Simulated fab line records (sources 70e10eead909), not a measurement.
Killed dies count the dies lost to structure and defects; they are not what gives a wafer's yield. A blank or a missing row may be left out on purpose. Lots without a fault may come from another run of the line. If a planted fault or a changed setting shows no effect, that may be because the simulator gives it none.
Matching of chambers	flow nand harc	4 sister chambers for NHARC_A_M0_DESCUM_14 on rie diel-11
The step chemistry O2, time 3 s. 22 wafers are shown with their chamber, then 11 later ones without.

## WAFERS PAIRED WITH THEIR CHAMBERS
wafer	chamber	drypump motor current A (A)	rf vpp V (V)	throttle valve pct (%)
L076.2	0	6.0	57.7	11.305
L076.5	2	5.9	55.7	11.323
L076.6	1	6.2	57.6	11.310
L074.1	2	5.9	57.6	11.322
L074.4	3	5.6	57.6	11.313
L074.6	1	6.2	56.9	11.306
L078.3	1	6.3	57.1	11.328
L078.4	3	5.6	59.2	11.314
L078.6	0	5.9	57.7	11.320
L079.1	3	5.6	59.6	11.287
L079.2	2	5.9	57.1	11.320
L079.3	0	6.0	56.9	11.314
L080.1	2	5.9	57.7	11.305
L080.3	0	6.0	58.8	11.307
L080.5	0	6.0	57.9	11.307
L081.2	2	5.9	57.3	11.313
L081.3	0	6.0	57.2	11.312
L081.5	0	5.9	59.1	11.318
L089.1	0	6.0	59.8	11.298
L089.3	3	5.6	56.7	11.309
L089.6	3	5.6	56.8	11.316
L093.2	2	5.9	57.6	11.309

SIGNATURES (averages over the wafers above)
reading	chamber 0	chamber 1	chamber 2	chamber 3	scatter within a chamber
drypump motor current A	5.975	6.233	5.900	5.600	0.0347
rf vpp V	58.138	57.200	57.167	57.980	0.982
throttle valve pct	11.31012	11.31467	11.31533	11.30780	0.0091
Rule: distance of a wafer from a chamber = root of the sum over the readings of ((wafer's reading minus chamber's mean) / reading's scatter) squared. The wafer belongs to the nearest chamber; if the next one is less than 2 further off, it can't be placed. The scatter: the root of (the sum of the squares of (reading less its chamber's mean) over the shown wafers, divided by (wafers less chambers)).

## WAFERS WITHOUT THEIR CHAMBER
wafer	drypump motor current A (A)	rf vpp V (V)	throttle valve pct (%)
L093.3	5.6	56.9	11.309
L093.6	5.9	57.1	11.309
L094.1	6.0	57.8	11.313
L094.3	6.3	57.1	11.310
L094.4	5.6	57.9	11.325
L096.2	5.6	58.9	11.305
L096.3	6.0	58.3	11.295
L096.4	5.9	56.2	11.318
L097.1	6.2	57.7	11.310
L097.2	6.0	57.6	11.313
L097.5	5.8	57.5	11.307

## EACH ONE'S CHAMBER
wafer	from the rows above	in truth
L093.3	3	3
L093.6	can't be placed: 2 or 0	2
L094.1	0	0
L094.3	1	1
L094.4	3	3
L096.2	3	3
L096.3	0	0
L096.4	2	2
L097.1	1	1
L097.2	can't be placed: 0 or 2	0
L097.5	2	2
Placed correctly: 9 of 11. These rows do not allow placing 2 (true chamber among the candidates in 2). Wrongly placed: 0.
